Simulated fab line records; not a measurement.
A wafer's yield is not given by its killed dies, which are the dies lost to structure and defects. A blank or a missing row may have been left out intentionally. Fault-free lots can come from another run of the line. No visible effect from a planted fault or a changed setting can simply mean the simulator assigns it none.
A lot that was struck, set against a sound lot    flow n5_finfet    21 out of 1938 route steps
Sound: these wafers, L531.1, L531.2, L531.6. The struck wafers were L541.3, L541.4, L541.6. The cause is named last.
Per side, at each step with rows, come the tool, then ch with its chambers, and then its first start. Under that, the readings that differ: sound wafers    struck wafers    difference of the means    sigmas: that difference in standard deviations of wafers without a fault.
alike: same words and numbers on both sides, and readings whose means sit less than 2 such deviations apart. not compared: any withheld reading, any reading some wafer has no value for, any bound like >300 that may hide the same value, and any number with overlapping values for which the record gives no deviation.
Wherever a step has rows on one side only, a row that says differs or no value, or a row with sigmas, the two part there. Non-overlapping numbers with no deviation appear without sigmas and do not part them. Lack of a reading on every wafer of one side parts them only where that side has two or more wafers.

N5_BEOL_M7_RS_MEAS_57: the measuring method here is four-point-probe.
  sound on film_metro-02 at day 10 22:52; struck on film_metro-02 at day 13 20:35
  alike: M7_RS
N5_BEOL_M7_INSPECT_58: inspects for defects (darkfield).
  sound on defect_inspect-01 at day 10 22:53; struck on defect_inspect-02 at day 13 20:37
  alike: raw_defect_count
N5_BEOL_M8_ILD_DEP_00: deposits SiCOH lowk from DEMS/porogen, target thk 179.75 nm, time 33.4 s.
  sound on pecvd-04 ch 0,1, day 10 22:56; struck on pecvd-01 ch 0,2, day 13 20:38
  alike: heater_power_w, showerhead_plenum_p_Torr, throttle_valve_pct
then, 1 step without rows for these wafers: N5_BEOL_M8_CURE_74 (cures SiCOH lowk, time 240 s).
N5_BEOL_M8_THK_MEAS_01:
  sound on film_metro-01 at day 10 23:31; struck on film_metro-02 at day 13 21:13
  alike: M8_ILD_THK
N5_BEOL_M8_PECVD_70: deposits SiO2 from TEOS/O2, target thk 20 nm, time 22.7 s.
  sound on pecvd-03 ch 1,2, day 10 23:32; struck on pecvd-01 ch 0,1,2, day 13 21:16
  alike: heater_power_w, showerhead_plenum_p_Torr, throttle_valve_pct
N5_BEOL_M8_HM_DEP_02: deposits TiN, target thk 20 nm.
  sound on pvd_sputter-03 at day 10 23:58; struck on pvd_sputter-02 at day 13 22:03
  alike: chamber_pressure_pa, throttle_valve_pct
then, 5 steps without rows for these wafers: N5_BEOL_M8_COAT_59 (time 60 s, resist thk 100 nm); N5_BEOL_M8_COAT_60 (time 60 s, resist thk 35 nm); N5_BEOL_M8_COAT_05 (resist thk 90 nm); N5_BEOL_M8_EBR_07; N5_BEOL_M8_SOFTBAKE_06 (time 60 s).
N5_BEOL_M8_EXPOSE_08: exposes mask M8.
  sound on arfi_scanner-03 ch 0, day 11 00:20; struck on arfi_scanner-03 ch 0, day 13 22:26
  alike: mask
then, 2 steps without rows for these wafers: N5_BEOL_M8_PEB_09 (peb time 60 s); N5_BEOL_M8_DEVELOP_10 (develop time 30 s).
N5_BEOL_M8_CD_MEAS_11: the cd target is 38.5 nm.
  sound on cd_sem-01 ch 0, day 11 00:28; struck on cd_sem-01 ch 0, day 13 22:33
reading     sound           struck          difference  sigmas
cd_nm (nm)  39.5 39.6 38.7  38.1 38.0 38.1  -1.2        -2
N5_BEOL_M8_OVL_MEAS_12:
  sound on overlay-01 ch 0, day 11 00:29; struck on overlay-01 ch 0, day 13 22:35
  alike: M8_OVL
N5_BEOL_M8_INSPECT_13: inspects for defects (brightfield).
  sound on defect_inspect-01 at day 11 00:31; struck on defect_inspect-02 at day 13 22:37
  alike: raw_defect_count
N5_BEOL_M8_DESCUM_16: chemistry O2, time 7.9 s.
  sound on rie_diel-02 ch 1,2,3, day 11 00:33; struck on rie_diel-04 ch 0,1,3, day 13 22:42
  alike: drypump_motor_current_A, oes_product_au, rf_vpp_V, showerhead_plenum_p_Torr, throttle_valve_pct
  not compared: rf_hours_counter_h
N5_BEOL_M8_ETCH_61: etches SiARC in CF4, target depth 45.5 nm, time 75.8 s.
  sound on rie_diel-02 ch 1,2,3, day 11 00:35; struck on rie_diel-04 ch 0,1,3, day 13 22:44
reading                          sound      struck          difference  sigmas
model.BEOL_M8.cd_offset_nm (nm)  1 0.8 0.2  -1.2 -0.4 -0.4  -1.3        
  alike: drypump_motor_current_A, etch_rf_on_time_s, mfc_ar_sccm, oes_product_au, rf_vpp_V, showerhead_plenum_p_Torr, throttle_valve_pct
  not compared: rf_hours_counter_h
N5_BEOL_M8_ETCH_62: etches SOC in N2/H2, target depth 110 nm, overetch 22 nm, time 165 s.
  sound on rie_diel-02 ch 1,2,3, day 11 00:38; struck on rie_diel-04 ch 0,1,3, day 13 22:47
  alike: drypump_motor_current_A, oes_product_au, rf_vpp_V, showerhead_plenum_p_Torr, throttle_valve_pct
  not compared: rf_hours_counter_h

## WHERE THEY PART
Only at N5_BEOL_M8_CD_MEAS_11, as far as this record shows. Later steps at which nothing parts them and some readings are alike: N5_BEOL_M8_OVL_MEAS_12, N5_BEOL_M8_INSPECT_13, N5_BEOL_M8_DESCUM_16, N5_BEOL_M8_ETCH_61, N5_BEOL_M8_ETCH_62.

WHY: what had been put in by the simulator
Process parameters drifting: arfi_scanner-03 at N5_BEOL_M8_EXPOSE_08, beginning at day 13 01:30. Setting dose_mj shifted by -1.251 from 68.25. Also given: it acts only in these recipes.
